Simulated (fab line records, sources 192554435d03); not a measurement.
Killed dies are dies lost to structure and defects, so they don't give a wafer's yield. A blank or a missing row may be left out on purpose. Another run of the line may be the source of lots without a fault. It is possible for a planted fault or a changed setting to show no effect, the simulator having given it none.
fab line records ; flow n5_finfet ; part 1 of 2: steps 1 to 20 of 24
record: lots: 5; wafers: 15; last_day: 17
route steps=1938 shown BEOL_M15@1809 PASS1_DEP@1831 MIM_BOT@1832
lots with no fault: from the same line, run without faults
start_h: hours from the record's opening day to when the first of the lot's shown wafers began ; wait_h: time in hours since the lot's previous step ; " same as the row above ; L1.1+2: a row that stands for several wafers ; - value missing, or start not given ; * or withheld: withheld ; < > ~ a bound
route shown NAME@n: names a module that has steps shown in the file, with the first one's number in the route ; usual: mean/standard deviation of fault-free wafers ; same: alike in all rows ; chamber/n: place in a boat ; sites: each site's reading ; _std_site: standard deviation of those values ; _edge_site: mean of outer sites minus mean of inner sites ; radius_mm: how far each site lies from the wafer's centre ; mask NAME#n: copy n ; behind: the tool/chamber that last shaped the wafer ; hold: the reason the lot was held/the length of the hold in hours/how it ended ; device: names the non-switching transistor (n, p or np) ; end of line: the route-end tests of the same wafers ; a step without rows: its recipe alone ; killed: count of dies lost to structure and defects at first sort (not the wafer's yield) ; map: a wafer's dies, x killed, . not, _ none there
set.NAME: the setting as run; set.NAME@STEP: as run at that earlier step ; model.NAME: the simulator's own value behind a step, which no gauge read
lots seen at some steps along the route; tables by step, rows by wafer
services: from which hour (start_h, from the record's first day; less than 0 if before it) a tool's chamber was out of use, for how many hours, and why
== steps ==
step: N5_BEOL_M15_TRENCH_ETCH_34
recipe: chemistry: C4F8/O2/Ar; target: SiO2; target_depth_a: 8729.3; he_inner_torr: 15; he_outer_torr: 30; time_s: 199; ion_energy_ev: 800; pressure_mtorr: 20; source_w: 1905; bias_w: 2040; Ar_flow_sccm: 400; C4F8_flow_sccm: 16; O2_flow_sccm: 12
usual: drypump_motor_current_A: 5.6/0.5; oes_product_au: 0.85/0.096; rf_vpp_V: 2193/35; showerhead_plenum_p_Torr: 3.43/0.12; throttle_valve_pct: 30.7/0.31
lot.wafer;tool;chamber;start_h;wait_h;drypump_motor_current_A;oes_product_au;rf_hours_counter_h;rf_vpp_V;showerhead_plenum_p_Torr;throttle_valve_pct
L079.1;rie_diel-04;0;280.33;0.0;5.1;0.69;239;2251;3.25;30.7
L079.4;rie_diel-04;1;280.33;0.0;5.0;0.69;196;2150;3.29;30.9
L079.6;rie_diel-04;1;280.33;0.0;5.0;0.69;-;2151;3.29;30.9
L084.3;rie_diel-04;3;309.30;0.0;6.1;0.73;169;2160;3.28;30.7
L084.5;rie_diel-04;3;309.30;0.0;6.1;0.73;-;2160;3.28;30.7
L084.6;rie_diel-04;2;309.30;0.0;6.3;1.02;-;2154;3.36;30.9
L086.2;rie_diel-03;0;330.60;0.0;5.7;0.89;31;2169;3.36;30.8
L086.5;rie_diel-03;3;330.60;0.0;5.4;0.88;-;2180;3.36;31.0
L086.6;rie_diel-03;2;330.60;0.0;6.6;0.72;-;2231;3.53;30.6
L093.1;rie_diel-04;3;363.75;0.0;6.1;0.71;188;2158;3.27;30.7
L093.3;rie_diel-04;2;363.75;0.0;6.3;0.95;19;2153;3.35;30.9
L093.5;rie_diel-04;3;363.75;0.0;6.1;0.72;-;2157;3.27;30.7
L095.2;rie_diel-04;3;381.94;0.0;6.0;0.72;195;2159;3.27;30.7
L095.3;rie_diel-04;2;381.94;0.0;6.3;0.93;26;2154;3.35;30.9
L095.4;rie_diel-04;0;381.94;0.0;5.1;0.96;15;2241;3.63;30.4
step: N5_BEOL_M15_STRIP_36
recipe: chemistry: O2; power_w: 600; temp_c: 60; pressure_mtorr: 30; rf_frequency_hz: 6e+07; bias_power_w: 0; overash_fraction: 0.3; o2_flow_sccm: 225
usual: drypump_motor_current_A: 5.6/0.53; oes_product_au: 0.82/0.1; rf_vpp_V: 3.6/0.97; showerhead_plenum_p_Torr: 2.09/0.081; throttle_valve_pct: 16.56/0.28
same: bias_power_w: 0
lot.wafer;tool;chamber;start_h;wait_h;drypump_motor_current_A;oes_product_au;rf_hours_counter_h;rf_vpp_V;showerhead_plenum_p_Torr;throttle_valve_pct
L079.1;rie_diel-04;3;293.59;13.1;6.0;0.74;161;4.2;2.01;16.77
L079.4;rie_diel-04;0;293.59;13.1;5.1;0.68;-;3.2;1.97;16.64
L079.6;rie_diel-04;1;293.59;13.1;5.0;0.68;-;3.7;2.00;16.77
L084.3;rie_diel-04;1;309.57;0.1;5.0;0.67;208;4.2;1.99;16.77
L084.5;rie_diel-04;1;309.57;0.1;5.0;0.68;-;4.4;2.00;16.77
L084.6;rie_diel-04;3;309.57;0.1;6.1;0.74;-;3.7;2.01;16.78
L086.2;rie_diel-05;3;331.69;0.9;5.0;0.89;40;3.0;2.03;15.98
L086.5;rie_diel-05;3;331.69;0.9;5.0;0.87;-;3.0;2.03;15.94
L086.6;rie_diel-05;2;331.69;0.9;5.7;0.92;-;5.1;2.14;16.11
L093.1;rie_diel-05;2;364.26;0.3;5.8;0.91;27;2.8;2.14;16.09
L093.3;rie_diel-05;1;364.26;0.3;5.8;0.90;35;4.4;2.23;16.31
L093.5;rie_diel-05;1;364.26;0.3;5.8;0.91;-;3.0;2.23;16.30
L095.2;rie_diel-05;0;383.73;1.6;5.5;0.82;110;5.1;2.10;16.23
L095.3;rie_diel-05;3;383.73;1.6;5.0;0.85;54;3.1;2.02;15.99
L095.4;rie_diel-05;1;383.73;1.6;5.8;0.88;41;3.4;2.23;16.34
step: N5_BEOL_M15_STRIP_62
recipe: chemistry: O2; power_w: 600; temp_c: 60; pressure_mtorr: 30; rf_frequency_hz: 6e+07; bias_power_w: 0; overash_fraction: 0.3; o2_flow_sccm: 225
usual: drypump_motor_current_A: 5.6/0.52; oes_product_au: 0.82/0.1; rf_vpp_V: 3.7/0.51; showerhead_plenum_p_Torr: 2.09/0.081; throttle_valve_pct: 16.56/0.28
same: bias_power_w: 0
lot.wafer;tool;chamber;start_h;wait_h;drypump_motor_current_A;oes_product_au;rf_hours_counter_h;rf_vpp_V;showerhead_plenum_p_Torr;throttle_valve_pct
L079.1;rie_diel-04;3;-;-;6.1;0.74;161;3.4;2.02;16.80
L079.4;rie_diel-04;0;-;-;5.1;0.68;-;4.2;1.97;16.66
L079.6;rie_diel-04;1;-;-;5.0;0.68;-;4.1;2.00;16.75
L084.3;rie_diel-04;1;-;-;5.0;0.68;208;3.8;2.00;16.76
L084.5;rie_diel-04;1;-;-;5.0;0.68;-;3.3;1.99;16.77
L084.6;rie_diel-04;3;-;-;6.0;0.73;-;3.4;2.01;16.79
L086.2;rie_diel-05;3;-;-;5.0;0.89;40;3.3;2.03;15.95
L086.5;rie_diel-05;3;-;-;5.0;0.88;-;3.7;2.03;15.95
L086.6;rie_diel-05;2;-;-;5.7;0.94;-;3.8;2.14;16.10
L093.1;rie_diel-05;2;-;-;5.7;0.92;27;4.2;2.14;16.10
L093.3;rie_diel-05;1;-;-;5.8;0.90;35;3.9;2.23;16.31
L093.5;rie_diel-05;1;-;-;5.8;0.90;-;3.6;2.23;16.29
L095.2;rie_diel-05;0;-;-;5.5;0.80;110;3.8;2.10;16.25
L095.3;rie_diel-05;3;-;-;5.0;0.86;54;4.4;2.02;15.98
L095.4;rie_diel-05;1;-;-;5.8;0.88;41;3.6;2.23;16.31
step: N5_BEOL_M15_STRIP_37
recipe: chemistry: O2; power_w: 600; temp_c: 60; pressure_mtorr: 30; rf_frequency_hz: 6e+07; bias_power_w: 0; overash_fraction: 0.3; o2_flow_sccm: 225
usual: drypump_motor_current_A: 5.6/0.53; oes_product_au: 0.82/0.1; rf_vpp_V: 3.6/0.57; showerhead_plenum_p_Torr: 2.09/0.081; throttle_valve_pct: 16.56/0.28
same: bias_power_w: 0
lot.wafer;tool;chamber;start_h;wait_h;drypump_motor_current_A;oes_product_au;rf_hours_counter_h;rf_vpp_V;showerhead_plenum_p_Torr;throttle_valve_pct
L079.1;rie_diel-04;3;-;-;6.1;0.74;161;4.1;2.01;16.79
L079.4;rie_diel-04;0;-;-;5.1;0.67;-;4.3;1.98;16.64
L079.6;rie_diel-04;1;-;-;5.0;0.68;-;3.5;2.00;16.75
L084.3;rie_diel-04;1;-;-;5.0;0.68;208;2.5;2.00;16.77
L084.5;rie_diel-04;1;-;-;5.0;0.67;-;3.0;2.00;16.76
L084.6;rie_diel-04;3;-;-;6.1;0.74;-;4.0;2.01;16.79
L086.2;rie_diel-05;3;-;-;5.0;0.88;40;2.9;2.03;15.96
L086.5;rie_diel-05;3;-;-;5.0;0.88;-;3.7;2.03;15.94
L086.6;rie_diel-05;2;-;-;5.7;0.93;-;3.9;2.14;16.09
L093.1;rie_diel-05;2;-;-;5.7;0.92;27;3.7;2.14;16.11
L093.3;rie_diel-05;1;-;-;5.8;0.90;35;4.5;2.23;16.30
L093.5;rie_diel-05;1;-;-;5.8;0.90;-;3.3;2.23;16.30
L095.2;rie_diel-05;0;-;-;5.5;0.80;110;3.6;2.10;16.21
L095.3;rie_diel-05;3;-;-;5.0;0.85;54;4.2;2.02;15.98
L095.4;rie_diel-05;1;-;-;5.8;0.89;41;4.2;2.23;16.30
step: N5_BEOL_M15_ETCH_38
recipe: chemistry: CF4/N2; target: SiCN; target_depth_a: 1064; taper_deg: 2; time_s: 120.5; ion_energy_ev: 150; mask_material: SiO2; pressure_mtorr: 40; source_w: 430; bias_w: 70; Ar_flow_sccm: 100; cf4_flow_sccm: 60; n2_flow_sccm: 60
usual: drypump_motor_current_A: 5.6/0.52; oes_product_au: 0.82/0.1; rf_vpp_V: 381.9/2.1; showerhead_plenum_p_Torr: 2.19/0.081; throttle_valve_pct: 15.30/0.26
lot.wafer;tool;chamber;start_h;wait_h;drypump_motor_current_A;oes_product_au;rf_hours_counter_h;rf_vpp_V;showerhead_plenum_p_Torr;throttle_valve_pct
L079.1;rie_diel-04;3;-;-;6.1;0.75;161;382.1;2.11;15.53
L079.4;rie_diel-04;0;-;-;5.1;0.70;-;378.7;2.08;15.42
L079.6;rie_diel-04;1;-;-;5.0;0.69;-;379.6;2.10;15.51
L084.3;rie_diel-04;1;-;-;5.0;0.68;208;378.5;2.10;15.52
L084.5;rie_diel-04;1;-;-;5.0;0.68;-;380.2;2.10;15.52
L084.6;rie_diel-04;3;-;-;6.1;0.74;-;381.4;2.11;15.55
L086.2;rie_diel-05;3;-;-;5.0;0.90;40;380.5;2.15;14.83
L086.5;rie_diel-05;3;-;-;5.0;0.89;-;380.8;2.15;14.82
L086.6;rie_diel-05;2;-;-;5.7;0.93;-;384.0;2.25;14.87
L093.1;rie_diel-05;2;-;-;5.7;0.92;27;383.8;2.25;14.88
L093.3;rie_diel-05;1;-;-;5.8;0.87;35;386.4;2.34;15.04
L093.5;rie_diel-05;1;-;-;5.8;0.88;-;385.4;2.34;15.03
L095.2;rie_diel-05;0;-;-;5.5;0.81;110;383.5;2.21;15.02
L095.3;rie_diel-05;3;-;-;5.0;0.88;54;380.8;2.14;14.84
L095.4;rie_diel-05;1;-;-;5.8;0.87;41;384.3;2.34;15.04
step: N5_BEOL_M15_PRECLEAN_39
recipe: chemistry: residue_remover; time_s: 60; temp_c: 40
lot.wafer;tool;chamber;start_h;wait_h
L079.1+4+6;wet_bench-05;0,2,1;293.86;-
L084.3+5+6;wet_bench-05;6,1,5;309.84;-
L086.2+5+6;wet_bench-05;6,5,1;331.97;-
L093.1+3+5;wet_bench-05;7,2,0;364.53;-
L095.2+3+4;wet_bench-05;5,3,0;384.01;-
step: N5_BEOL_M15_SRD_40
recipe: time_s: 30; temp_c: 23; rinse_liquid: diw; dry: n2_spin; spin_rpm: 1500; dry_time_s: 30
lot.wafer;tool;chamber;start_h;wait_h
L079.1+4+6;wet_bench-05;0,2,1;293.88;0.0
L084.3+5+6;wet_bench-05;6,1,5;309.86;0.0
L086.2+5+6;wet_bench-05;6,5,1;331.98;0.0
L093.1+3+5;wet_bench-05;7,2,0;364.55;0.0
L095.2+3+4;wet_bench-05;5,3,0;384.03;0.0
step: N5_BEOL_M15_DEGAS_41
recipe: ambient: vacuum; temp_c: 300; time_s: 60
usual: heater_power_w: 457/41
lot.wafer;tool;chamber;start_h;wait_h;heater_power_w
L079.1;pvd_sputter-03;-;293.93;0.0;422
L079.4;pvd_sputter-03;-;293.93;0.0;363
L079.6;pvd_sputter-03;-;293.93;0.0;454
L084.3;pvd_sputter-02;-;310.35;0.5;490
L084.5;pvd_sputter-02;-;310.35;0.5;449
L084.6;pvd_sputter-02;-;310.35;0.5;448
L086.2;pvd_sputter-02;-;332.39;0.4;460
L086.5;pvd_sputter-02;-;332.39;0.4;450
L086.6;pvd_sputter-02;-;332.39;0.4;443
L093.1;pvd_sputter-01;-;364.87;0.3;479
L093.3;pvd_sputter-01;-;364.87;0.3;490
L093.5;pvd_sputter-01;-;364.87;0.3;505
L095.2;pvd_sputter-01;-;384.30;0.3;493
L095.3;pvd_sputter-01;-;384.30;0.3;497
L095.4;pvd_sputter-01;-;384.30;0.3;481
step: N5_BEOL_M15_PRE_CLEAN_42
recipe: gas: H2/He; time_s: 30; temp_c: 300
usual: heater_power_w: 457/42
lot.wafer;tool;chamber;start_h;wait_h;heater_power_w
L079.1;pvd_sputter-03;-;293.97;0.0;417
L079.4;pvd_sputter-03;-;293.97;0.0;351
L079.6;pvd_sputter-03;-;293.97;0.0;459
L084.3;pvd_sputter-02;-;310.39;0.0;499
L084.5;pvd_sputter-02;-;310.39;0.0;458
L084.6;pvd_sputter-02;-;310.39;0.0;457
L086.2;pvd_sputter-02;-;332.43;0.0;467
L086.5;pvd_sputter-02;-;332.43;0.0;451
L086.6;pvd_sputter-02;-;332.43;0.0;455
L093.1;pvd_sputter-01;-;364.91;0.0;480
L093.3;pvd_sputter-01;-;364.91;0.0;497
L093.5;pvd_sputter-01;-;364.91;0.0;504
L095.2;pvd_sputter-01;-;384.34;0.0;499
L095.3;pvd_sputter-01;-;384.34;0.0;483
L095.4;pvd_sputter-01;-;384.34;0.0;472
step: N5_BEOL_M15_SPUTTER_43
recipe: material: TaN; target_thk_a: 150; temp_c: 50; bias_v: 168.6; power_w: 15000; chamber_pressure_pa: 0.12; time_s: 24.19
usual: chamber_pressure_pa: 0.11999/0.00026; throttle_valve_pct: 29.4/1.2
lot.wafer;tool;chamber;start_h;wait_h;chamber_pressure_pa;throttle_valve_pct
L079.1;pvd_sputter-03;-;294.01;0.0;0.11989;31.0
L079.4;pvd_sputter-03;-;294.01;0.0;0.12024;29.6
L079.6;pvd_sputter-03;-;294.01;0.0;0.12046;29.1
L084.3;pvd_sputter-02;-;310.43;0.0;0.12004;28.8
L084.5;pvd_sputter-02;-;310.43;0.0;0.1205;30.2
L084.6;pvd_sputter-02;-;310.43;0.0;0.12016;29.4
L086.2;pvd_sputter-02;-;332.47;0.0;0.1201;30.1
L086.5;pvd_sputter-02;-;332.47;0.0;0.12029;29.2
L086.6;pvd_sputter-02;-;332.47;0.0;0.11978;30.0
L093.1;pvd_sputter-01;-;364.95;0.0;0.12011;28.2
L093.3;pvd_sputter-01;-;364.95;0.0;0.12006;27.1
L093.5;pvd_sputter-01;-;364.95;0.0;0.12019;30.3
L095.2;pvd_sputter-01;-;384.38;0.0;0.11978;27.2
L095.3;pvd_sputter-01;-;384.38;0.0;0.12017;30.2
L095.4;pvd_sputter-01;-;384.38;0.0;0.11954;28.1
step: N5_BEOL_M15_SPUTTER_44
recipe: material: Ta; target_thk_a: 150; temp_c: 50; bias_v: 80; power_w: 15000; chamber_pressure_pa: 0.07; time_s: 24.19
usual: chamber_pressure_pa: 0.07001/0.00015; throttle_valve_pct: 29.4/1.2
lot.wafer;tool;chamber;start_h;wait_h;chamber_pressure_pa;throttle_valve_pct
L079.1;pvd_sputter-03;-;294.09;0.0;0.07002;30.6
L079.4;pvd_sputter-03;-;294.09;0.0;0.07014;29.5
L079.6;pvd_sputter-03;-;294.09;0.0;0.06982;29.3
L084.3;pvd_sputter-02;-;310.51;0.0;0.06994;28.8
L084.5;pvd_sputter-02;-;310.51;0.0;0.0702;30.1
L084.6;pvd_sputter-02;-;310.51;0.0;0.0701;29.4
L086.2;pvd_sputter-02;-;332.55;0.0;0.07001;30.1
L086.5;pvd_sputter-02;-;332.55;0.0;0.0701;29.1
L086.6;pvd_sputter-02;-;332.55;0.0;0.06996;30.0
L093.1;pvd_sputter-01;-;365.03;0.0;0.07024;28.4
L093.3;pvd_sputter-01;-;365.03;0.0;0.07004;27.6
L093.5;pvd_sputter-01;-;365.03;0.0;0.06995;30.6
L095.2;pvd_sputter-01;-;384.46;0.0;0.07019;27.3
L095.3;pvd_sputter-01;-;384.46;0.0;0.06995;30.2
L095.4;pvd_sputter-01;-;384.46;0.0;0.07012;28.0
step: N5_BEOL_M15_SPUTTER_45
recipe: material: Cu; target_thk_a: 1000; temp_c: -20; bias_v: 60; power_w: 26000; chamber_pressure_pa: 0.13; time_s: 16.67
usual: chamber_pressure_pa: 0.13001/0.00027; throttle_valve_pct: 29.4/1.2
lot.wafer;tool;chamber;start_h;wait_h;chamber_pressure_pa;throttle_valve_pct
L079.1;pvd_sputter-03;-;294.17;0.0;0.12987;31.1
L079.4;pvd_sputter-03;-;294.17;0.0;0.12995;29.7
L079.6;pvd_sputter-03;-;294.17;0.0;0.12991;29.5
L084.3;pvd_sputter-02;-;310.59;0.0;0.13039;28.9
L084.5;pvd_sputter-02;-;310.59;0.0;0.12952;30.1
L084.6;pvd_sputter-02;-;310.59;0.0;0.13009;29.5
L086.2;pvd_sputter-02;-;332.63;0.0;0.1301;29.8
L086.5;pvd_sputter-02;-;332.63;0.0;0.12944;29.5
L086.6;pvd_sputter-02;-;332.63;0.0;0.13006;29.8
L093.1;pvd_sputter-01;-;365.11;0.0;0.12958;27.8
L093.3;pvd_sputter-01;-;365.11;0.0;0.1296;27.2
L093.5;pvd_sputter-01;-;365.11;0.0;0.1303;30.2
L095.2;pvd_sputter-01;-;384.54;0.0;0.13041;27.4
L095.3;pvd_sputter-01;-;384.54;0.0;0.12975;30.2
L095.4;pvd_sputter-01;-;384.54;0.0;0.12986;27.9
step: N5_BEOL_M15_ECD_47
recipe: material: Cu; target_thk_a: 18600
lot.wafer;tool;chamber;start_h;wait_h
L079.1+4+6;ecd_cu-02;1,0,1;294.28;0.1
L084.3+5+6;ecd_cu-02;0,0,1;310.78;0.2
L086.2+5+6;ecd_cu-02;1,1,0;332.74;0.1
L093.1+3+5;ecd_cu-02;1;365.42;0.3
L095.2+3+4;ecd_cu-02;1,0,1;384.66;0.1
step: N5_BEOL_M15_ANNEAL_48
recipe: temp_c: 225; time_s: 90; ambient: N2
usual: anneal_temp_c_max: 226.4/0.35; wafer_temp_C_max: 225.73/0.24
lot.wafer;tool;chamber;start_h;wait_h;anneal_temp_c_max;wafer_temp_C_max
L079.1;rtp_anneal-02;0;294.56;0.2;226.3;226.17
L079.4;rtp_anneal-02;0;294.56;0.2;226.5;225.86
L079.6;rtp_anneal-02;0;294.56;0.2;225.9;225.72
L084.3;rtp_anneal-02;0;311.31;0.5;226.4;225.49
L084.5;rtp_anneal-02;0;311.31;0.5;226.2;225.54
L084.6;rtp_anneal-02;0;311.31;0.5;226.4;226.05
L086.2;rtp_anneal-01;0;333.08;0.3;226.4;226.05
L086.5;rtp_anneal-01;0;333.08;0.3;226.4;225.55
L086.6;rtp_anneal-01;0;333.08;0.3;226.6;226.01
L093.1;rtp_anneal-02;0;365.66;0.2;225.8;226.08
L093.3;rtp_anneal-02;0;365.66;0.2;225.9;225.80
L093.5;rtp_anneal-02;0;365.66;0.2;225.9;226.30
L095.2;rtp_anneal-01;0;385.66;0.9;226.4;225.80
L095.3;rtp_anneal-01;0;385.66;0.9;226.5;225.34
L095.4;rtp_anneal-01;0;385.66;0.9;226.5;225.56
step: N5_BEOL_M15_CMP_49
recipe: stop_on: SiO2; t_overpolish_s: 4.9; down_force_psi: 2; platen_rpm: 80; clearing_platen_down_force_psi: 2; clearing_platen_rpm: 80; post_cmp_clean: cu_alkaline; target_thk_nm: 850; clearing_platen_pad_velocity_m_s: 1.5917; pad_velocity_m_s: 1.5917
usual: barrier_field_endpoint_s: 11.36/0.26; motor_current_A: 8.0/1.1; overpolish_run_s: 4.901/0.0085; slurry_flow_ml_min: 150.1/0.5
lot.wafer;tool;chamber;start_h;wait_h;barrier_field_endpoint_s;motor_current_A;overpolish_run_s;slurry_flow_ml_min
L079.4;cmp-04;0;294.85;0.1;10.90;7.7;4.902;150.2
L079.1;cmp-04;2;294.85;0.1;11.26;7.6;4.890;149.8
L079.6;cmp-04;1;294.85;0.1;11.10;7.9;4.905;151.0
L084.3;cmp-01;2;311.57;0.2;11.56;11.1;4.905;149.6
L084.5;cmp-01;1;311.57;0.2;11.35;7.8;4.906;149.9
L084.6;cmp-01;2;311.57;0.2;11.15;11.3;4.899;150.1
L086.2;cmp-04;3;333.42;0.3;11.35;6.7;4.895;149.5
L086.6;cmp-04;1;333.42;0.3;11.42;8.0;4.901;150.4
L086.5;cmp-04;2;333.42;0.3;11.36;8.0;4.916;150.2
L093.1;cmp-01;0;366.26;0.5;11.25;8.0;4.915;150.1
L093.3;cmp-01;1;366.26;0.5;10.91;7.6;4.896;150.6
L093.5;cmp-01;0;366.26;0.5;11.57;7.8;4.917;149.7
L095.3;cmp-04;0;385.92;0.2;11.44;7.9;4.905;150.3
L095.2;cmp-04;1;385.92;0.2;11.47;8.1;4.916;149.9
L095.4;cmp-04;2;385.92;0.2;11.02;8.0;4.894;150.2
step: N5_BEOL_M15_THK_MEAS_50
recipe: thk_meas_gauge: xrf; reads: Cu_of_BEOL_M15_ECD_47
usual: M15_THK: 817/20
lot.wafer;tool;chamber;start_h;wait_h;M15_THK[nm]
L079.1;film_metro-02;-;295.15;-;806
L079.4;film_metro-02;-;295.15;-;774
L079.6;film_metro-02;-;295.15;-;780
L084.3;film_metro-02;-;311.83;-;786
L084.5;film_metro-02;-;311.83;-;795
L084.6;film_metro-02;-;311.83;-;798
L086.2;film_metro-01;-;333.64;-;825
L086.5;film_metro-01;-;333.64;-;841
L086.6;film_metro-01;-;333.64;-;802
L093.1;film_metro-02;-;366.53;-;812
L093.3;film_metro-02;-;366.53;-;836
L093.5;film_metro-02;-;366.53;-;805
L095.2;film_metro-01;-;386.21;-;804
L095.3;film_metro-01;-;386.21;-;826
L095.4;film_metro-01;-;386.21;-;843
step: N5_BEOL_M15_PRE_CLEAN_52
recipe: gas: NH3; time_s: 15; temp_c: withheld; rf_power_w: 300
lot.wafer;tool;chamber;start_h;wait_h
L079.1+4+6;pecvd-04;0,1,0;295.18;0.0
L084.3+5+6;pecvd-04;1,1,0;311.86;0.0
L086.2+5+6;pecvd-02;0,1,0;333.68;0.0
L093.1+3+5;pecvd-02;0,1,1;366.56;0.0
L095.2+3+4;pecvd-01;1,2,1;386.25;0.0
step: N5_BEOL_M15_DEP_53
recipe: material: SiCN; target_thk_a: 500; temp_c: withheld; precursor: 3MS/NH3; pressure_torr: 3; rf_w: 675; time_s: 17.8
usual: showerhead_plenum_p_Torr: 4.159/0.024; throttle_valve_pct: 18.5/0.92
lot.wafer;tool;chamber;start_h;wait_h;showerhead_plenum_p_Torr;throttle_valve_pct
L079.1;pecvd-04;0;295.21;0.0;4.164;17.7
L079.4;pecvd-04;1;295.21;0.0;4.155;18.5
L079.6;pecvd-04;0;295.21;0.0;4.172;17.9
L084.3;pecvd-04;1;311.89;0.0;4.152;18.5
L084.5;pecvd-04;1;311.89;0.0;4.141;18.5
L084.6;pecvd-04;0;311.89;0.0;4.164;17.8
L086.2;pecvd-02;0;333.70;0.0;4.152;18.2
L086.5;pecvd-02;1;333.70;0.0;4.154;18.3
L086.6;pecvd-02;0;333.70;0.0;4.146;17.9
L093.1;pecvd-02;0;366.59;0.0;4.152;18.0
L093.3;pecvd-02;1;366.59;0.0;4.164;18.1
L093.5;pecvd-02;1;366.59;0.0;4.157;18.0
L095.2;pecvd-01;1;386.28;0.0;4.150;18.2
L095.3;pecvd-01;2;386.28;0.0;4.178;19.1
L095.4;pecvd-01;1;386.28;0.0;4.168;18.2
step: N5_BEOL_M15_RS_MEAS_54
recipe: thk_meas_gauge: four-point-probe; reads: Cu_of_BEOL_M15_ECD_47+Ta_of_BEOL_M15_SPUTTER_44+TaN_of_BEOL_M15_SPUTTER_43
usual: M15_RS: 0.0214/0.00052
lot.wafer;tool;chamber;start_h;wait_h;M15_RS[ohm/sq]
L079.1;film_metro-02;-;295.28;0.0;0.0213
L079.4;film_metro-02;-;295.28;0.0;0.0223
L079.6;film_metro-02;-;295.28;0.0;0.0221
L084.3;film_metro-01;-;311.96;0.1;0.0220
L084.5;film_metro-01;-;311.96;0.1;0.0219
L084.6;film_metro-01;-;311.96;0.1;0.0217
L086.2;film_metro-01;-;333.77;0.1;0.0212
L086.5;film_metro-01;-;333.77;0.1;0.0208
L086.6;film_metro-01;-;333.77;0.1;0.0219
L093.1;film_metro-02;-;366.65;0.0;0.0217
L093.3;film_metro-02;-;366.65;0.0;0.0211
L093.5;film_metro-02;-;366.65;0.0;0.0219
L095.2;film_metro-02;-;386.34;0.1;0.0218
L095.3;film_metro-02;-;386.34;0.1;0.0211
L095.4;film_metro-02;-;386.34;0.1;0.0206
step: N5_BEOL_M15_INSPECT_55
recipe: inspect_instrument: darkfield; mode: post_dep
usual: raw_defect_count: 67/23
lot.wafer;tool;chamber;start_h;wait_h;raw_defect_count
L079.1;defect_inspect-02;-;295.30;0.0;101
L079.4;defect_inspect-02;-;295.30;0.0;79
L079.6;defect_inspect-02;-;295.30;0.0;58
L084.3;defect_inspect-01;-;311.98;0.0;150
L084.5;defect_inspect-01;-;311.98;0.0;76
L084.6;defect_inspect-01;-;311.98;0.0;75
L086.2;defect_inspect-01;-;333.79;0.0;99
L086.5;defect_inspect-01;-;333.79;0.0;67
L086.6;defect_inspect-01;-;333.79;0.0;66
L093.1;defect_inspect-02;-;366.68;0.0;33
L093.3;defect_inspect-02;-;366.68;0.0;49
L093.5;defect_inspect-02;-;366.68;0.0;41
L095.2;defect_inspect-02;-;386.37;0.0;73
L095.3;defect_inspect-02;-;386.37;0.0;89
L095.4;defect_inspect-02;-;386.37;0.0;51
